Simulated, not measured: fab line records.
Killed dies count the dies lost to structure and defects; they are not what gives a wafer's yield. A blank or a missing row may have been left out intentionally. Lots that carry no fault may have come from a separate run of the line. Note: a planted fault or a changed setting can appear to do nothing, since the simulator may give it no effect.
Split-lot study / flow n5-finfet / 21 wafers read from 7 lots, route of 1938 steps

== THE SPLIT ==
At N5_BEOL_M2_PECVD_72 (deposits SiO2 from TEOS/O2, target thk 16 nm, time 18 s), the setting time-s was moved away from the recipe's 18 s on 8 of the 21 wafers read, by -14.3% to +8.5%. This setting was run at the recipe's value on the other wafers.

The reading is taken at the split's own step.

== THE READING ==
SiO2_of_BEOL_M2_PECVD_72.thk-nm (the simulator's own value, which no gauge read), in nm, at N5_BEOL_M2_PECVD_72 (deposits SiO2 from TEOS/O2, target thk 16 nm, time 18 s). No usual value for it is given in the file. Average 15.9 nm, standard deviation 0.2 nm, over the 13 wafers here run with the recipe.

wafer=L079.3; tool, chamber at the split=pecvd-02, 2; time-s as run, s=18; against the recipe=recipe; SiO2_of_BEOL_M2_PECVD_72.thk-nm, nm=15.6; against lot-mates on the recipe=-
wafer=L079.4; tool, chamber at the split=pecvd-02, 0; time-s as run, s=18; against the recipe=recipe; SiO2_of_BEOL_M2_PECVD_72.thk-nm, nm=16; against lot-mates on the recipe=-
wafer=L079.6; tool, chamber at the split=pecvd-02, 2; time-s as run, s=18; against the recipe=recipe; SiO2_of_BEOL_M2_PECVD_72.thk-nm, nm=15.8; against lot-mates on the recipe=-
wafer=L085.1; tool, chamber at the split=pecvd-01, 0; time-s as run, s=16.21; against the recipe=-9.9%; SiO2_of_BEOL_M2_PECVD_72.thk-nm, nm=14.2; against lot-mates on the recipe=-2.0
wafer=L085.4; tool, chamber at the split=pecvd-01, 2; time-s as run, s=16.21; against the recipe=-9.9%; SiO2_of_BEOL_M2_PECVD_72.thk-nm, nm=14.8; against lot-mates on the recipe=-1.4
wafer=L085.5; tool, chamber at the split=pecvd-01, 0; time-s as run, s=18; against the recipe=recipe; SiO2_of_BEOL_M2_PECVD_72.thk-nm, nm=16.2; against lot-mates on the recipe=-
wafer=L087.2; tool, chamber at the split=pecvd-01, 2; time-s as run, s=18; against the recipe=recipe; SiO2_of_BEOL_M2_PECVD_72.thk-nm, nm=15.8; against lot-mates on the recipe=-
wafer=L087.3; tool, chamber at the split=pecvd-01, 1; time-s as run, s=18; against the recipe=recipe; SiO2_of_BEOL_M2_PECVD_72.thk-nm, nm=16; against lot-mates on the recipe=-
wafer=L087.5; tool, chamber at the split=pecvd-01, 2; time-s as run, s=18; against the recipe=recipe; SiO2_of_BEOL_M2_PECVD_72.thk-nm, nm=16.2; against lot-mates on the recipe=-
wafer=L089.3; tool, chamber at the split=pecvd-01, 0; time-s as run, s=19.53; against the recipe=+8.5%; SiO2_of_BEOL_M2_PECVD_72.thk-nm, nm=17.4; against lot-mates on the recipe=+1.2
wafer=L089.5; tool, chamber at the split=pecvd-01, 0; time-s as run, s=18; against the recipe=recipe; SiO2_of_BEOL_M2_PECVD_72.thk-nm, nm=16.2; against lot-mates on the recipe=-
wafer=L089.6; tool, chamber at the split=pecvd-01, 2; time-s as run, s=19.53; against the recipe=+8.5%; SiO2_of_BEOL_M2_PECVD_72.thk-nm, nm=17.6; against lot-mates on the recipe=+1.4
wafer=L090.2; tool, chamber at the split=pecvd-03, 2; time-s as run, s=18; against the recipe=recipe; SiO2_of_BEOL_M2_PECVD_72.thk-nm, nm=15.8; against lot-mates on the recipe=-
wafer=L090.5; tool, chamber at the split=pecvd-03, 0; time-s as run, s=18; against the recipe=recipe; SiO2_of_BEOL_M2_PECVD_72.thk-nm, nm=16; against lot-mates on the recipe=-
wafer=L090.6; tool, chamber at the split=pecvd-03, 2; time-s as run, s=15.73; against the recipe=-12.6%; SiO2_of_BEOL_M2_PECVD_72.thk-nm, nm=14; against lot-mates on the recipe=-1.9
wafer=L094.1; tool, chamber at the split=pecvd-01, 0; time-s as run, s=15.43; against the recipe=-14.3%; SiO2_of_BEOL_M2_PECVD_72.thk-nm, nm=13.6; against lot-mates on the recipe=-2.4
wafer=L094.4; tool, chamber at the split=pecvd-01, 0; time-s as run, s=18; against the recipe=recipe; SiO2_of_BEOL_M2_PECVD_72.thk-nm, nm=16; against lot-mates on the recipe=-
wafer=L094.6; tool, chamber at the split=pecvd-01, 2; time-s as run, s=15.43; against the recipe=-14.3%; SiO2_of_BEOL_M2_PECVD_72.thk-nm, nm=14; against lot-mates on the recipe=-2.0
wafer=L097.2; tool, chamber at the split=pecvd-02, 0; time-s as run, s=18; against the recipe=recipe; SiO2_of_BEOL_M2_PECVD_72.thk-nm, nm=15.8; against lot-mates on the recipe=-
wafer=L097.3; tool, chamber at the split=pecvd-02, 1; time-s as run, s=18; against the recipe=recipe; SiO2_of_BEOL_M2_PECVD_72.thk-nm, nm=15.6; against lot-mates on the recipe=-
wafer=L097.6; tool, chamber at the split=pecvd-02, 1; time-s as run, s=19.51; against the recipe=+8.4%; SiO2_of_BEOL_M2_PECVD_72.thk-nm, nm=17.2; against lot-mates on the recipe=+1.5

THE FIT
A straight line over all 21 wafers: SiO2_of_BEOL_M2_PECVD_72.thk-nm changes by +0.156 nm for each +1% of time-s; r = +0.98; the points scatter about the line by 0.22 nm.
The same after taking each lot's own level away (the mean of its wafers on the recipe; 21 wafers): +0.159 nm for each +1%; r = +0.99; scatter 0.17 nm.
The reading moves by 2.3 nm for the largest change in time-s, on that fit.
From 15.70 to 16.20 nm: that is the span of the lots' own levels, equal to 2.5 times the standard deviation above.
The two slopes agree, so the slope changes little with the lot-to-lot level.
Check: -2.22 nm against its lot-mates is what the line predicts for one of the wafers moved furthest among these (-14.3%) when that wafer is left out of the fit. It came out at -2.4 nm against them.

== OTHER SPLITS ON THESE WAFERS ==
Before the reading, these wafers also passed through other splits. Each is held against what the fit with the lots' levels taken away leaves over:
other split on the same wafers=N5_BEOL_M0_CUTY_EXPOSE_54 dose-mj; wafers away from the commonest value=8; r with SiO2_of_BEOL_M2_PECVD_72.thk-nm (lot level and that fit taken away)=-0.01
other split on the same wafers=N5_BEOL_M1_COAT_62 spin-rpm; wafers away from the commonest value=6; r with SiO2_of_BEOL_M2_PECVD_72.thk-nm (lot level and that fit taken away)=+0.14
other split on the same wafers=N5_BEOL_M1_EXPOSE_08 dose-mj; wafers away from the commonest value=8; r with SiO2_of_BEOL_M2_PECVD_72.thk-nm (lot level and that fit taken away)=+0.29
other split on the same wafers=N5_BEOL_M1_ETCH_77 source-w; wafers away from the commonest value=11; r with SiO2_of_BEOL_M2_PECVD_72.thk-nm (lot level and that fit taken away)=+0.10
other split on the same wafers=N5_BEOL_M1_TRENCH_ETCH_37 bias-w; wafers away from the commonest value=0; r with SiO2_of_BEOL_M2_PECVD_72.thk-nm (lot level and that fit taken away)=-

== FILE'S OWN FIT ==
SiO2_of_BEOL_M2_PECVD_72.thk-nm changes by +0.159 nm for each +1% of time-s, r = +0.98.
